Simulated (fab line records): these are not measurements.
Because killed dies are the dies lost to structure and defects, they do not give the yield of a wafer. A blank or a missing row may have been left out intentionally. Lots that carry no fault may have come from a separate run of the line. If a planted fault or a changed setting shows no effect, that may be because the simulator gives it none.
Comparing a struck lot with a sound one :: flow n5_finfet :: 25 out of 1938 route steps
Sound: these wafers, L185.1, L185.2, L185.3. The struck wafers were L194.1, L194.4, L194.6. The cause is given at the end.
At each step with rows: each side's tool, then ch and its chambers, then its first start. Under that, the readings that differ: sound wafers :: struck wafers :: difference of the means :: sigmas: that difference in standard deviations of wafers without a fault.
alike: words and numbers the same on both sides, and readings whose means are apart by under 2 such deviations; not compared: readings that were withheld, readings missing a value for some wafer, numbers with overlapping values and no deviation given by the record, and bounds like >300 which may hide the same value.
The two part at a step that has a row with sigmas, a row that says differs or no value, or rows on one side only. When numbers do not overlap yet have no deviation, they are printed without sigmas and do not part them. A reading missing from all wafers of one side parts the sides only when that side holds two or more wafers.

N5_BEOL_M6_THK_MEAS_53: measures by xrf.
  sound: film_metro-01 at day 9 18:19; struck: film_metro-01 at day 12 13:12
  alike: M6_THK
then, 2 steps without rows for these wafers: N5_BEOL_M6_PRE_CLEAN_55 (time 15 s); N5_BEOL_M6_DEP_56 (deposits SiCN from 3MS/NH3, target thk 10 nm, time 17.5 s).
N5_BEOL_M6_RS_MEAS_57: measures by four-point-probe.
  sound: film_metro-02 at day 9 18:27; struck: film_metro-02 at day 12 13:20
  alike: M6_RS
N5_BEOL_M6_INSPECT_58: inspects for defects (darkfield).
  sound: defect_inspect-02 at day 9 18:29; struck: defect_inspect-01 at day 12 13:22
  alike: raw_defect_count
then, 1 step without rows for these wafers: N5_BEOL_M7_ILD_DEP_00 (deposits SiCOH lowk from DEMS/porogen, target thk 179.75 nm, time 33.4 s).
N5_BEOL_M7_CURE_74: cures SiCOH lowk, time 240 s.
  sound on uv_cure-01 ch 1, day 9 18:35; struck on uv_cure-03 ch 1, day 12 13:28
  alike: lamp_power_pct, wafer_temp_C_max
N5_BEOL_M7_THK_MEAS_01:
  sound: film_metro-01 at day 9 19:05; struck: film_metro-01 at day 12 13:59
  alike: M7_ILD_THK
N5_BEOL_M7_PECVD_70: deposits SiO2 from TEOS/O2, target thk 20 nm, time 22.7 s.
  sound on pecvd-02 ch 0,1,2, day 9 19:08; struck on pecvd-02 ch 0,1,2, day 12 14:01
  alike: heater_power_w, showerhead_plenum_p_Torr, throttle_valve_pct
N5_BEOL_M7_HM_DEP_02: deposits TiN, target thk 20 nm.
  sound: pvd_sputter-02 at day 9 19:47; struck: pvd_sputter-01 at day 12 15:01
  alike: throttle_valve_pct
then, 2 steps without rows for these wafers: N5_BEOL_M7_COAT_59 (time 60 s, resist thk 100 nm); N5_BEOL_M7_COAT_60 (time 60 s, resist thk 35 nm).
N5_BEOL_M7_COAT_05: resist thk 90 nm.
  sound on litho_track-02 ch 0, day 9 19:55; struck on litho_track-02 ch 0, day 12 15:08
reading: spin_speed_rpm (rpm)
sound: 1500.3 1500.1 1498.7
struck: 1404.4 1404.9 1403.7
difference: -95.4
sigmas: -99 or more

reading: model.CAR-ArF_of_BEOL_M7_COAT_05.thk_nm (nm)
sound: 90 90 90
struck: 93.6 93.4 93.6
difference: +3.5
sigmas: 
then, 5 steps without rows for these wafers: N5_BEOL_M7_EBR_07; N5_BEOL_M7_SOFTBAKE_06 (time 60 s); N5_BEOL_M7_EXPOSE_08 (exposes mask M7); N5_BEOL_M7_PEB_09 (peb time 60 s); N5_BEOL_M7_DEVELOP_10 (develop time 30 s).
N5_BEOL_M7_CD_MEAS_11: target cd 38.5 nm.
  sound on cd_sem-03 ch 0, day 9 20:16; struck on cd_sem-01 ch 0, day 12 15:30
  alike: cd_nm
N5_BEOL_M7_OVL_MEAS_12:
  sound on overlay-02 ch 0, day 9 20:18; struck on overlay-01 ch 0, day 12 15:32
  alike: M7_OVL
N5_BEOL_M7_INSPECT_13: inspects for defects (brightfield).
  sound: defect_inspect-02 at day 9 20:20; struck: defect_inspect-01 at day 12 15:34
  alike: raw_defect_count
N5_BEOL_M7_DESCUM_16: chemistry O2, time 7.9 s.
  sound on rie_diel-02 ch 0,1,2, day 9 20:22; struck on rie_diel-01 ch 0,1,3, day 12 15:37
  alike: drypump_motor_current_A, oes_product_au, rf_vpp_V, showerhead_plenum_p_Torr, throttle_valve_pct
  not compared: rf_hours_counter_h
N5_BEOL_M7_ETCH_61: etches SiARC in CF4, target depth 45.5 nm, time 75.8 s.
  sound on rie_diel-02 ch 0,1,2, day 9 20:24; struck on rie_diel-01 ch 0,1,3, day 12 15:39
reading: model.CAR-ArF_of_BEOL_M7_COAT_05.thk_nm (nm)
sound: 50.8 50.8 51
struck: 54.2 54 54.2
difference: +3.3
sigmas: 
  alike: drypump_motor_current_A, etch_rf_on_time_s, oes_product_au, rf_vpp_V, showerhead_plenum_p_Torr, throttle_valve_pct
  not compared: rf_hours_counter_h
N5_BEOL_M7_ETCH_62: etches SOC in N2/H2, target depth 110 nm, overetch 22 nm, time 165 s.
  sound on rie_diel-02 ch 0,1,2, day 9 20:27; struck on rie_diel-01 ch 0,1,3, day 12 15:43
  alike: drypump_motor_current_A, oes_product_au, rf_vpp_V, showerhead_plenum_p_Torr, throttle_valve_pct
  not compared: rf_hours_counter_h
-- a jump in the record: the struck wafers' starts before and after are 4 days apart (it breaks off in module BEOL_M7 and resumes in module PASSIVATION, where the first step shown is number 1936 of the route) --
N5_PASSIVATION_PROBE_49:
  sound: prober-01 at day 13 09:55; struck: prober-01 at day 16 10:06
reading: killed_at_M4_up
sound: 17 18 25
struck: 9
difference: -11
sigmas: -2
  alike: defect_limited_yield, killed_at_M0_to_M3, killed_at_contacts, killed_at_front_end, killed_at_other, killed_dies, killed_open, killed_short, sort_bin_5_function, sort_bin_6_memory, sort_n_pass, sort_yield_pct

== WHERE THEY PART ==
Last at N5_PASSIVATION_PROBE_49 as far as this record goes, first at N5_BEOL_M7_COAT_05.

WHY: what had been put in by the simulator
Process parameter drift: litho_track-02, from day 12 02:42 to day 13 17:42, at N5_BEOL_M7_COAT_05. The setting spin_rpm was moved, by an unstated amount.
